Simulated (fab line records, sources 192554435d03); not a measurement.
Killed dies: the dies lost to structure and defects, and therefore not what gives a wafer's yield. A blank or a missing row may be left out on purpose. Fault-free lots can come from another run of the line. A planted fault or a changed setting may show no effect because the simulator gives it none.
Which tool is to blame? ; flow n5 finfet ; Sampling: 11 lots, 27 wafers, 4 of 1938 route steps

== WHAT THE GAUGES SHOWED, per wafer ==
N5_HKMG_FIN_OVL_MEAS_13.
lot;measured;on;NWFM_OVL (nm)
L693;day 4 13:58;overlay-01;1.2 0.8 0.9
L694;day 4 15:05;overlay-01;0.0 0.2
L695;day 5 04:43;overlay-01;-0.6 -0.3 -0.4
L696;day 5 07:13;overlay-01;-0.4 -0.4
L697;day 5 14:54;overlay-01;1.8 0.6 1.3
L698;day 5 23:32;overlay-02;0.9 0.8
L699;day 6 00:52;overlay-02;-0.1 0.1
L706;day 7 16:49;overlay-01;1.2 -0.3
L708;day 8 01:42;overlay-01;0.3 0.4
L711;day 8 21:49;overlay-02;-0.9 1.2 -0.8
L713;day 9 10:22;overlay-02;2.0 2.4 1.7

== TOOL THAT RAN EACH LOT (tool first, then ch and the chambers of the sampled wafers, then the start) ==
lot;N5_HKMG_FIN_ETCH_54;N5_HKMG_FIN_ALD_79;N5_HKMG_FIN_PWFM_ALD_03
L693;rie diel-05 ch 1,3, day 4 10:31;ald metal-02 ch 0,3, day 4 11:51;ald metal-03 ch 2,3, day 4 13:14
L694;rie diel-01 ch 2,3, day 4 11:26;ald metal-03 ch 1, day 4 12:53;ald metal-03 ch 2,3, day 4 14:13
L695;rie diel-05 ch 2,3, day 5 01:28;ald metal-01 ch 0,2, day 5 02:47;ald metal-03 ch 0,3, day 5 03:59
L696;rie diel-01 ch 0,3, day 5 03:08;ald metal-02 ch 1,2, day 5 05:21;ald metal-03 ch 1,2, day 5 06:29
L697;rie diel-01 ch 0,2, day 5 11:37;ald metal-03 ch 0,2,3, day 5 12:57;ald metal-02 ch 0,2,3, day 5 14:01
L698;rie diel-01 ch 0,1, day 5 19:59;ald metal-02 ch 0,1, day 5 21:20;ald metal-02 ch 1,2, day 5 22:40
L699;rie diel-01 ch 1,2, day 5 21:17;ald metal-03 ch 1,2, day 5 22:37;ald metal-02 ch 0,1, day 5 23:59
L706;rie diel-01 ch 0,2, day 7 13:19;ald metal-03 ch 0,1, day 7 14:39;ald metal-02 ch 1,3, day 7 15:56
L708;rie diel-01 ch 1,2, day 7 22:30;ald metal-01 ch 0,3, day 7 23:50;ald metal-03 ch 1,2, day 8 00:58
L711;rie diel-02 ch 1,2, day 8 18:32;ald metal-01 ch 0,1,3, day 8 19:52;ald metal-01 ch 1,2,3, day 8 21:04
L713;rie diel-02 ch 0,3, day 9 07:03;ald metal-02 ch 1,2, day 9 08:25;ald metal-01 ch 1,2,3, day 9 09:30
- N5_HKMG_FIN_ETCH_54: etches SiARC in CF4, target depth 45.5 nm, time 75.8 s.
- N5_HKMG_FIN_ALD_79: deposits TiN, target thk 1.5 nm, pulse time 1 s, purge time 3 s.
- N5_HKMG_FIN_PWFM_ALD_03: deposits TiN, target thk 2 nm, pulse time 1 s, purge time 3 s.

== THE ANSWER, worked out from the rows above alone ==
Rule: the lots themselves supply what counts as usual. Put in order of their means at a reading, lots are off if they are a third of the lots or fewer, leave a main group of 4 or more, and stand apart from it by a gap of 3 or more times the standard deviation of the main group's means; of several such gaps the widest counts. If all means in a main group match to the digits the tables above print for the reading, that group is not used. Also off: a lot with no number at a reading for which 4 or more lots have one. Any other lot the step has rows for is counted as sound.
No lot is off on any of the readings shown, so nothing can be concluded from this.

== WHAT WAS PUT IN BY THE SIMULATOR ==
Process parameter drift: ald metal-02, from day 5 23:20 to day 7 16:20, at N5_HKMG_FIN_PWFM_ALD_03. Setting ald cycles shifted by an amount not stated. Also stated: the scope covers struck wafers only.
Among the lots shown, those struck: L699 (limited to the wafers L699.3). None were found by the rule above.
